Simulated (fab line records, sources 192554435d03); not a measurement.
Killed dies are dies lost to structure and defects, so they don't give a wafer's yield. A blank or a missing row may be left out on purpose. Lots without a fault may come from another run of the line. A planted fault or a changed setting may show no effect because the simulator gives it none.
Split-lot experiment | flow n5_finfet | 7 lots, 21 wafers read, on a route of 1938 steps

THE SPLIT
At N5_MOL_CONTACT_COAG_COAT_75 (time 60 s, resist thk 60 nm), the setting spin_rpm was moved away from the recipe's 1500 rpm on 5 of the 21 wafers read, by -10.0% to +11.0%. The other wafers ran this setting at the recipe's value.

FROM THE SPLIT TO THE READING: what the file shows between them, 9 steps
- N5_MOL_CONTACT_COAG_COAT_76: time 60 s, resist thk 10 nm
- N5_MOL_CONTACT_COAG_COAT_77: time 60 s, resist thk 10 nm
- N5_MOL_CONTACT_COAG_ALD_131: deposits SiO2, target thk 5 nm, pulse time 1 s, co reactant pulse time 1 s
- N5_MOL_CONTACT_COAG_ETCHBACK_132: etches SiO2 in CHF3, target depth 10 nm, time 6.7 s
- N5_MOL_CONTACT_COAG_ETCH_91: etches SOC in N2/H2, target depth 60 nm, overetch 21 nm, time 101.2 s
- N5_MOL_CONTACT_COAG_STRIP_92: strips in N2/H2
- N5_MOL_CONTACT_COAG_STRIP_93: strips in N2/H2
- N5_MOL_CONTACT_COAG_ETCHBACK_135: etches SiO2 in CHF3, target depth 25 nm, time 16.7 s
- N5_MOL_CONTACT_COAG_STRIP_118: strips in CHF3

THE READING
SOC_of_MOL_CONTACT_COAG_COAT_75.thk_nm (the simulator's own value, which no gauge read), in nm, at N5_MOL_CONTACT_COAG_VIA_ETCH_46 (etches SiO2 in C4F6/O2, target depth 46 nm, overetch 9.2 nm, time 40 s). The file gives no usual value for it. The 16 wafers here that ran the recipe average 50.8 nm, standard deviation 0.23 nm.

wafer  | tool, chamber at the split | spin_rpm as run, rpm | against the recipe | SOC_of_MOL_CONTACT_COAG_COAT_75.thk_nm, nm | against lot-mates on the recipe
L078.3 | litho_track-04, 0          | 1500                 | recipe             | 50.8                                       | -
L078.4 | litho_track-04, 0          | 1500                 | recipe             | 51                                         | -
L078.6 | litho_track-04, 0          | 1500                 | recipe             | 51                                         | -
L080.1 | litho_track-01, 0          | 1500                 | recipe             | 50.4                                       | -
L080.6 | litho_track-01, 0          | 1500                 | recipe             | 50.4                                       | -
L080.5 | litho_track-01, 0          | 1500                 | recipe             | 50.8                                       | -
L085.1 | litho_track-03, 0          | 1500                 | recipe             | 50.6                                       | -
L085.4 | litho_track-03, 0          | 1500                 | recipe             | 51                                         | -
L085.5 | litho_track-03, 0          | 1500                 | recipe             | 50.8                                       | -
L086.3 | litho_track-03, 0          | 1350                 | -10.0%             | 54                                         | +3.0
L086.6 | litho_track-03, 0          | 1350                 | -10.0%             | 54                                         | +3.0
L086.5 | litho_track-03, 0          | 1500                 | recipe             | 51                                         | -
L091.2 | litho_track-01, 0          | 1500                 | recipe             | 50.8                                       | -
L091.5 | litho_track-01, 0          | 1500                 | recipe             | 50.8                                       | -
L091.3 | litho_track-01, 0          | 1500                 | recipe             | 50.6                                       | -
L094.3 | litho_track-01, 0          | 1500                 | recipe             | 50.4                                       | -
L094.5 | litho_track-01, 0          | 1500                 | recipe             | 51.2                                       | -
L094.6 | litho_track-01, 0          | 1446                 | -3.6%              | 51.6                                       | +0.8
L095.3 | litho_track-04, 0          | 1665                 | +11.0%             | 47.6                                       | -3.2
L095.4 | litho_track-04, 0          | 1665                 | +11.0%             | 48                                         | -2.8
L095.6 | litho_track-04, 0          | 1500                 | recipe             | 50.8                                       | -

THE FIT
A straight line over all 21 wafers: SOC_of_MOL_CONTACT_COAG_COAT_75.thk_nm changes by -0.292 nm for each +1% of spin_rpm; r = -0.98; the points scatter about the line by 0.26 nm.
The same after taking each lot's own level away (the mean of its wafers on the recipe; 21 wafers): -0.283 nm for each +1%; r = -0.99; scatter 0.2 nm.
On that fit, the largest move of spin_rpm shifts the reading by 3.1 nm.
The lots' own levels span 50.53 to 51.00 nm, that is 2.0 times the standard deviation above.
So the lot-to-lot level changes the slope little: the two slopes agree.
Check: with one of the wafers moved furthest among these (+11.0%) left out of the fit, the line predicts -3.05 nm for it against its lot-mates. It came out at -3.2 nm against them.

OTHER SPLITS ON THESE WAFERS
These wafers also went through other splits before the reading. Each is held against what the fit with the lots' levels taken away leaves over:
other split on the same wafers        | wafers away from the commonest value | r with SOC_of_MOL_CONTACT_COAG_COAT_75.thk_nm (lot level and that fit taken away)
N5_MOL_CONTACT_COAG_EXPOSE_05 dose_mj | 9                                    | +0.26
N5_MOL_CONTACT_COAG_ALD_27 ald_cycles | 7                                    | -0.14

THE WHOLE CHAIN: every reading that the file lists as answering this split, in the file's order
step                            | what it does                                                           | reading                                                                                 | change (the file's fit)               | r (the file's)
N5_MOL_CONTACT_COAG_COAT_75     | time 60 s, resist thk 60 nm                                            | SOC_of_MOL_CONTACT_COAG_COAT_75.thk_nm (the simulator's own value, which no gauge read) | -0.293 nm for each +1% of the setting | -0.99
N5_MOL_CONTACT_COAG_ETCH_91     | etches SOC in N2/H2, target depth 60 nm, overetch 21 nm, time 101.2 s  | etch.depth_nm (the simulator's own value, which no gauge read)                          | -0.294 nm for each +1% of the setting | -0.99
N5_MOL_CONTACT_COAG_VIA_ETCH_46 | etches SiO2 in C4F6/O2, target depth 46 nm, overetch 9.2 nm, time 40 s | SOC_of_MOL_CONTACT_COAG_COAT_75.thk_nm (the simulator's own value, which no gauge read) | -0.282 nm for each +1% of the setting | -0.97

THE FILE'S OWN FIT
SOC_of_MOL_CONTACT_COAG_COAT_75.thk_nm changes by -0.282 nm for each +1% of spin_rpm, r = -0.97.
